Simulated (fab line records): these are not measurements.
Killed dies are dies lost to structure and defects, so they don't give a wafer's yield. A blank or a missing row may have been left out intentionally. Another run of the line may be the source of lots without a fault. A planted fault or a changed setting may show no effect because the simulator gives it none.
A struck lot beside a sound one + flow n5Finfet + 25 steps out of a route of 1938
Sound: wafers L781.1, L781.3, L781.6. Struck: wafers L787.4, L787.5, L787.6. Last of all comes the cause.
For every step that has rows: the tool of each side, followed by ch and its chambers, followed by its first start. Under that, the readings that differ: sound wafers + struck wafers + difference of the means + sigmas: that difference in standard deviations of wafers without a fault.
alike: readings with means less than 2 such deviations apart, plus words and numbers identical on both sides. not compared: withheld readings, readings lacking a value on some wafer, bounds such as >300 that could conceal the same value, and numbers that have no deviation in the record and whose values overlap.
The two part at a step that has a row with sigmas, a row that says differs or no value, or rows on one side only. Numbers that don't overlap but have no deviation are shown without sigmas and don't part them. Lack of a reading on every wafer of one side parts them only where that side has two or more wafers.

first, 11 steps without rows for these wafers: N5_BEOL_M13_VIA_ETCH_16 (etches SiOC in C4F8/O2/Ar, target depth 921.7 nm); N5_BEOL_M13_STRIP_63 (strips in N2/H2); N5_BEOL_M13_STRIP_64 (strips in N2/H2); N5_BEOL_M13_STRIP_71 (strips in post etch residue remover, time 60 s); N5_BEOL_M13_SRD_72 (time 30 s, dry time 30 s); N5_BEOL_M13_COAT_65 (time 60 s, resist thk 350 nm); N5_BEOL_M13_COAT_66 (time 60 s, resist thk 110 nm); N5_BEOL_M13_COAT_22 (resist thk 300 nm); N5_BEOL_M13_EBR_24; N5_BEOL_M13_SOFTBAKE_23 (time 60 s); N5_BEOL_M13_EXPOSE_25 (exposes mask M13, target cd 210 nm).
N5_BEOL_M13_PEB_26: peb time 90 s.
  sound on lithoTrack-05 ch 0, day 10 17:16; struck on lithoTrack-05 ch 0, day 12 19:17
  alike: chillPlateTempC, exhaustPa, plateTempC
then, 2 steps without rows for these wafers: N5_BEOL_M13_DEVELOP_27 (develop time 45 s); N5_BEOL_M13_HARDBAKE_32 (time 120 s).
N5_BEOL_M13_CD_MEAS_28 targets a cd of 209.5 nm.
  sound on cdSem-02 ch 0, day 10 17:23; struck on cdSem-03 ch 0, day 12 19:23
| reading   | sound             | struck            | difference | sigmas |
|-----------|-------------------|-------------------|------------|--------|
| cdNm (nm) | 208.7 210.6 209.7 | 214.3 214.8 216.0 | +5.4       | +5     |
N5_BEOL_M13_DESCUM_33: chemistry O2, time 7.9 s.
  sound on rieDiel-02 ch 2,3, day 10 17:28; struck on rieDiel-06 ch 2,3, day 12 19:29
| reading                  | sound             | struck        | difference | sigmas |
|--------------------------|-------------------|---------------|------------|--------|
| model.BEOL_M13.cdNm (nm) | 208.8 210.6 209.2 | 214.2 215 216 | +5.5       |        |
  alike: drypumpMotorCurrentA, o2FlowSccm, oesProductAu, rfVppV, showerheadPlenumPTorr, throttleValvePct
  not compared: rfHoursCounterH
then, 6 steps without rows for these wafers: N5_BEOL_M13_ETCH_67 (etches SiARC in CF4, target depth 143 nm, time 238.3 s); N5_BEOL_M13_ETCH_68 (etches SOC in N2/H2, time 355 s); N5_BEOL_M13_STRIP_69 (strips in N2/H2); N5_BEOL_M13_TRENCH_ETCH_34 (etches SiOC in C4F8/O2/Ar, target depth 413.47 nm, time 162.6 s); N5_BEOL_M13_STRIP_70 (strips in C4F8/O2/Ar); N5_BEOL_M13_STRIP_37 (strips in N2/H2).
N5_BEOL_M13_ETCH_38: etches SiCN in CF4/N2, target depth 67.5 nm, time 71.9 s.
  sound on rieDiel-02 ch 0,1,3, day 10 20:41; struck on rieDiel-06 ch 1,2,3, day 12 20:15
| reading                  | sound           | struck            | difference | sigmas |
|--------------------------|-----------------|-------------------|------------|--------|
| model.BEOL_M13.cdNm (nm) | 210.2 212 212.4 | 214.2 214.8 217.2 | +3.9       |        |
  alike: drypumpMotorCurrentA, oesProductAu, rfVppV, showerheadPlenumPTorr, throttleValvePct
  not compared: rfHoursCounterH
then, 1 step without rows for these wafers: N5_BEOL_M13_PRECLEAN_39 (cleans in residue remover, time 60 s).
N5_PASSIVATION_PROBE_49:
  sound on prober-01 at day 12 15:02; struck on prober-01 at day 14 04:13
  alike: defectLimitedYield, killed_at_M0_to_M3, killed_at_M4_up, killedAtContacts, killedAtFrontEnd, killedAtOther, killedDies, killedOnRim, killedOpen, killedShort, sort_bin_5_function, sort_bin_6_memory, sortNPass, sortYieldPct

WHERE THEY PART
N5_BEOL_M13_CD_MEAS_28 only, going by this record. Later steps at which nothing parts them and some readings are alike: N5_BEOL_M13_DESCUM_33, N5_BEOL_M13_ETCH_38, N5_PASSIVATION_PROBE_49.

WHY: the cause the simulator had injected
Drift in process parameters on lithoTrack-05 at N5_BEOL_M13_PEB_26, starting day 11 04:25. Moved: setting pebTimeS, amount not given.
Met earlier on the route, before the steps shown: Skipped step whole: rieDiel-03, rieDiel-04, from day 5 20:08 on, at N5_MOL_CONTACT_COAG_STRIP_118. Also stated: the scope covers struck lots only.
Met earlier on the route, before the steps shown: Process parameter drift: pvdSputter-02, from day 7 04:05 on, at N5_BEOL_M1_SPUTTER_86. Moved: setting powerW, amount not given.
